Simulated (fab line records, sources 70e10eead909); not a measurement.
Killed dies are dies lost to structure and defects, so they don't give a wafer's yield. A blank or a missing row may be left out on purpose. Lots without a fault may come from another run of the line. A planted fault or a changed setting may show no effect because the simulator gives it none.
Which tool did it? | flow nand_harc | 6 lots, 18 wafers sampled, at 1 step of a route of 1302

WHAT THE GAUGES READ, wafer by wafer
NHARC_A_ONON_D2_THK_MEAS_11: measures by ellipsometry.
lot  | measured     | on            | thk_nm (nm)
L441 | day 13 19:54 | film_metro-02 | 1000 998 996
L442 | day 14 12:40 | film_metro-02 | 1000 1001 1001
L446 | day 16 14:35 | film_metro-01 | 992 992 991
L448 | day 17 12:30 | film_metro-02 | 1012 1011 1011
L451 | day 18 19:02 | film_metro-02 | 1009 1008 1007
L456 | day 19 22:53 | film_metro-02 | 989 987 988

WHICH TOOL RAN EACH LOT (tool, then ch and the chambers of the sampled wafers, then the start)
The record holds no process step before these readings.

THE ANSWER, worked out from the rows above alone
Rule: what is usual is taken from the lots themselves. Put in order of their means at a reading, lots are off if they are a third of the lots or fewer, leave a main group of 4 or more, and stand apart from it by a gap of 3 or more times the standard deviation of the main group's means; of several such gaps the widest counts. A main group whose means are all the same, to the digits that the tables above print for the reading, isn't used. A lot without any number at a reading at which 4 lots or more have one is off too. The other lots that the step has rows for count as sound.
No lot is off at any reading shown: from this, nothing can be told.

WHAT THE SIMULATOR HAD PUT IN
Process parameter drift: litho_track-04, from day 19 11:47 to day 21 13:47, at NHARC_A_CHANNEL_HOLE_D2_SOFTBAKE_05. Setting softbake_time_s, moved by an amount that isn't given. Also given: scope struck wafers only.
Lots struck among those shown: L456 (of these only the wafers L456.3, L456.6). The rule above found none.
